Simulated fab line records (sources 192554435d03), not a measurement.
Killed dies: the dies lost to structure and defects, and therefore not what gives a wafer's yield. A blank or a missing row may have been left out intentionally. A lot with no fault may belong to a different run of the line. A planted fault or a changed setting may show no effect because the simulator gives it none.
Which tool is to blame? | flow n5Finfet | 33 wafers from 11 lots sampled at 5 of the route's 1938 steps

WHAT THE GAUGES READ, wafer by wafer
N5_BEOL_M6_INSPECT_58: inspects for defects (darkfield). Usual: rawDefectCount at 71, with a standard deviation of 25.
lot  | measured     | on               | rawDefectCount | flag
L947 | day 10 02:25 | defectInspect-01 | 73 105 96      | 
L949 | day 11 04:51 | defectInspect-02 | 63 49 59       | 
L951 | day 11 17:09 | defectInspect-01 | 39 94 41       | 
L950 | day 12 04:41 | defectInspect-01 | 41 67 61       | 
L956 | day 12 17:58 | defectInspect-01 | 71 77 72       | 
L960 | day 14 21:36 | defectInspect-02 | 82 54 49       | 
L963 | day 14 23:37 | defectInspect-01 | 86 76 97       | 
L965 | day 16 02:25 | defectInspect-02 | 76 74 65       | 
L964 | day 16 02:26 | defectInspect-01 | 44 53 86       | 
L966 | day 16 04:10 | defectInspect-02 | 85 66 90       | 
L967 | day 16 07:08 | defectInspect-02 | 63 43 81       | 

EACH LOT AND THE TOOL THAT RAN IT (in order: tool; ch and the chambers of the sampled wafers; start)
lot  | N5_BEOL_M6_STRIP_36               | N5_BEOL_M6_SPUTTER_48       | N5_BEOL_M6_ECD_50             | N5_BEOL_M6_CMP_52
L947 | rieDiel-04 ch 0,1,3, day 9 20:47  | pvdSputter-03, day 9 22:55  | ecdCu-02 ch 0,1, day 9 23:06  | cmp-02 ch 1,2, day 10 01:59
L949 | rieDiel-04 ch 0,1,2, day 10 20:35 | pvdSputter-01, day 10 22:23 | ecdCu-02 ch 0,1, day 10 22:31 | cmp-02 ch 0,2,3, day 11 04:24
L951 | rieDiel-06 ch 1,2, day 11 13:15   | pvdSputter-02, day 11 15:14 | ecdCu-01 ch 0, day 11 15:20   | cmp-02 ch 1,2, day 11 16:41
L950 | rieDiel-05 ch 0,2,3, day 12 01:06 | pvdSputter-02, day 12 03:02 | ecdCu-01 ch 0,1, day 12 03:09 | cmp-01 ch 0,1,3, day 12 04:14
L956 | rieDiel-05 ch 0,2,3, day 12 13:35 | pvdSputter-02, day 12 16:52 | ecdCu-02 ch 0,1, day 12 17:00 | cmp-02 ch 0,1,3, day 12 17:31
L960 | rieDiel-04 ch 2,3, day 14 18:50   | pvdSputter-03, day 14 20:36 | ecdCu-02 ch 0,1, day 14 20:44 | cmp-01 ch 0,1,2, day 14 21:09
L963 | rieDiel-05 ch 1,3, day 14 20:29   | pvdSputter-01, day 14 22:08 | ecdCu-02 ch 0,1, day 14 22:31 | cmp-04 ch 1,2,3, day 14 23:10
L965 | rieDiel-04 ch 0,1,2, day 15 22:01 | pvdSputter-03, day 15 23:46 | ecdCu-01 ch 0, day 16 01:18   | cmp-02 ch 0,3, day 16 01:42
L964 | rieDiel-05 ch 1,2,3, day 15 22:17 | pvdSputter-03, day 15 23:50 | ecdCu-01 ch 0,1, day 16 01:28 | cmp-04 ch 0,2,3, day 16 02:00
L966 | rieDiel-05 ch 0,1,3, day 15 23:48 | pvdSputter-02, day 16 03:10 | ecdCu-01 ch 0,1, day 16 03:18 | cmp-02 ch 1,2,3, day 16 03:49
L967 | rieDiel-04 ch 0,1,2, day 16 02:58 | pvdSputter-03, day 16 06:10 | ecdCu-01 ch 0,1, day 16 06:17 | cmp-04 ch 0,1, day 16 06:43
- N5_BEOL_M6_STRIP_36: strips in N2/H2.
- N5_BEOL_M6_SPUTTER_48: material Cu, target thk 10 nm, time 1.667 s.
- N5_BEOL_M6_ECD_50: material Cu, target thk 300 nm.
- N5_BEOL_M6_CMP_52: polishes, stops on SiCOH lowk, t overpolish 6.9 s, target thk 80 nm.

AS READ BY THE TOOLS THEMSELVES (means over the sampled wafers that have a number; for cases with no such wafer, the mark the record gives instead)
N5_BEOL_M6_STRIP_36. Usual: drypumpMotorCurrentA 5.77 A, standard deviation 0.26; oesProductAu 0.82 a.u., standard deviation 0.08; rfVppV 59.1 V, standard deviation 1.4; showerheadPlenumPTorr 2.57 Torr, standard deviation 0.091; throttleValvePct 23.6 %, standard deviation 0.36.
lot  | tool       | drypumpMotorCurrentA (A) | oesProductAu (a.u.) | rfVppV (V) | showerheadPlenumPTorr (Torr) | throttleValvePct (%) | flag
L947 | rieDiel-04 | 5.84                     | 0.82                | 60.2       | 2.60                         | 23.6                 | 
L949 | rieDiel-04 | 5.66                     | 0.74                | 58.6       | 2.50                         | 23.8                 | 
L951 | rieDiel-06 | 5.66                     | 0.82                | 59.5       | 2.53                         | 23.6                 | 
L950 | rieDiel-05 | 5.90                     | 0.82                | 58.9       | 2.53                         | 23.7                 | 
L956 | rieDiel-05 | 5.86                     | 0.82                | 58.2       | 2.53                         | 23.7                 | 
L960 | rieDiel-04 | 5.85                     | 0.87                | 59.4       | 2.70                         | 23.8                 | 
L963 | rieDiel-05 | 5.87                     | 0.83                | 60.3       | 2.51                         | 23.6                 | 
L965 | rieDiel-04 | 5.64                     | 0.89                | 59.1       | 2.59                         | 23.6                 | 
L964 | rieDiel-05 | 5.95                     | 0.81                | 58.8       | 2.53                         | 23.6                 | 
L966 | rieDiel-05 | 5.75                     | 0.79                | 58.4       | 2.52                         | 23.4                 | 
L967 | rieDiel-04 | 5.63                     | 0.89                | 59.4       | 2.59                         | 23.6                 | 

N5_BEOL_M6_SPUTTER_48. Usual: throttleValvePct at 30.7 %, with a standard deviation of 0.97.
lot  | tool          | throttleValvePct (%) | flag
L947 | pvdSputter-03 | 29.4                 | 
L949 | pvdSputter-01 | 30.4                 | 
L951 | pvdSputter-02 | 31.4                 | 
L950 | pvdSputter-02 | 30.6                 | 
L956 | pvdSputter-02 | 30.7                 | 
L960 | pvdSputter-03 | 30.1                 | 
L963 | pvdSputter-01 | 31.8                 | 
L965 | pvdSputter-03 | 30.0                 | 
L964 | pvdSputter-03 | 30.2                 | 
L966 | pvdSputter-02 | 30.6                 | 
L967 | pvdSputter-03 | 30.2                 | 

N5_BEOL_M6_CMP_52. Usual: motorCurrentA 5.8 A, standard deviation 0.54; retainingRingPressureFrac 1.000, standard deviation 0.0044; slurryFilterDpKPa 13.51 kPa, standard deviation 0.14; timeToEndpointS 63 s, standard deviation 3.4.
lot  | tool   | motorCurrentA (A) | retainingRingPressureFrac | slurryFilterDpKPa (kPa) | timeToEndpointS (s) | flag
L947 | cmp-02 | 5.7               | 0.998                     | 13.54                   | 62                  | 
L949 | cmp-02 | 6.2               | 0.997                     | 13.49                   | 62                  | 
L951 | cmp-02 | 5.5               | 1.000                     | 13.69                   | 60                  | 
L950 | cmp-01 | 5.6               | 0.996                     | 13.44                   | 69                  | 
L956 | cmp-02 | 6.0               | 0.997                     | 13.50                   | 63                  | 
L960 | cmp-01 | 5.7               | 1.002                     | 13.45                   | 78                  | OFF
L963 | cmp-04 | 6.1               | 1.000                     | 13.46                   | 75                  | OFF
L965 | cmp-02 | 6.2               | 1.005                     | 13.48                   | 68                  | 
L964 | cmp-04 | 5.9               | 1.003                     | 13.41                   | 63                  | 
L966 | cmp-02 | 5.8               | 0.999                     | 13.55                   | 60                  | 
L967 | cmp-04 | 6.0               | 0.996                     | 13.60                   | 58                  | 

THE ANSWER, worked out from the rows above alone
Rule: take the mean of a lot's wafers that have a number; if it is more than 3 standard deviations from the usual mean, the lot is off. Also off: a lot with no number at a reading for which 4 or more lots have one. Where the step has rows for the other lots, those lots are counted as sound. After the gauges, taken in route order, come the tools' own readings; for these a lot's mean is taken, as printed above. At the first step where some lot is off, the reading lying furthest off is the one used; lots without a number count as furthest.
Off at N5_BEOL_M6_CMP_52 (timeToEndpointS): L960, L963.
If a tool, at that step or one of the process steps before it, ran each lot that is off and ran no sound lot following the first of them, it fits. One fits: N5_BEOL_M6_ECD_50 on ecdCu-02. Its last sound lot is L956 (day 12 17:00), its first lot that is off L960 (day 14 20:44): a fault that began between those two fits.

WHAT THE SIMULATOR PUT IN
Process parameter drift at N5_BEOL_M6_ECD_50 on ecdCu-02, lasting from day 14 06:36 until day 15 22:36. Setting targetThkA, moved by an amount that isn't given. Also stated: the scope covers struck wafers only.
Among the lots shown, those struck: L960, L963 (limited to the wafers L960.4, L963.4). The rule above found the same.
